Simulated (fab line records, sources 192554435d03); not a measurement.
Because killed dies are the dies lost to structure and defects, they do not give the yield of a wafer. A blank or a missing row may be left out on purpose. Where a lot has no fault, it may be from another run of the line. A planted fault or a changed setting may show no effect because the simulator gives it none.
Matching of chambers + flow n5Finfet + 4 sister chambers for N5_SD_EPI_N_ETCH_45 on rieDiel-02
The step etches SiOCN in CH3F/O2, target depth 6 nm. 4 wafers are shown with their chamber, then 8 later ones without.

## WAFERS, EACH WITH ITS CHAMBER
| wafer  | chamber | throttleValvePct (%) |
|--------|---------|----------------------|
| L088.1 | 3       | 23.30                |
| L090.1 | 1       | 23.64                |
| L090.2 | 2       | 23.09                |
| L092.3 | 0       | 23.62                |

## WAFERS WITH NO CHAMBER GIVEN
| wafer  | throttleValvePct (%) |
|--------|----------------------|
| L092.4 | 23.63                |
| L092.5 | 23.64                |
| L093.1 | 23.08                |
| L093.3 | 23.11                |
| L093.5 | 23.07                |
| L094.1 | 23.10                |
| L094.2 | 23.65                |
| L094.5 | 23.12                |

## WHICH CHAMBER EACH ONE RAN IN
| wafer  | from the rows above     | in truth                   |
|--------|-------------------------|----------------------------|
| L092.4 | can't be placed: 0 or 1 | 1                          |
| L092.5 | can't be placed: 1 or 0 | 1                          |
| L093.1 | 2                       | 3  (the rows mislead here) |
| L093.3 | 2                       | 2                          |
| L093.5 | 2                       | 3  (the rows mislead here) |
| L094.1 | 2                       | 2                          |
| L094.2 | can't be placed: 1 or 0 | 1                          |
| L094.5 | 2                       | 2                          |
Placed correctly: 3 of 8. From these rows, 3 cannot be placed; in 3 the true chamber is one of the candidates. Number placed wrongly: 2.
How it was worked out, from the rows above alone: a wafer's distance from a chamber is the root of the sum, over the readings, of the square of ((its reading less the chamber's mean) divided by the reading's scatter). If the next closest chamber is less than 2 further off than the closest, the wafer can't be placed; otherwise it belongs to the closest. Each chamber's mean is taken over the wafers shown for it. The scatter (one wafer shown for each chamber): square how far every hidden wafer sits from the nearest shown wafer, average those squares and take the square root.
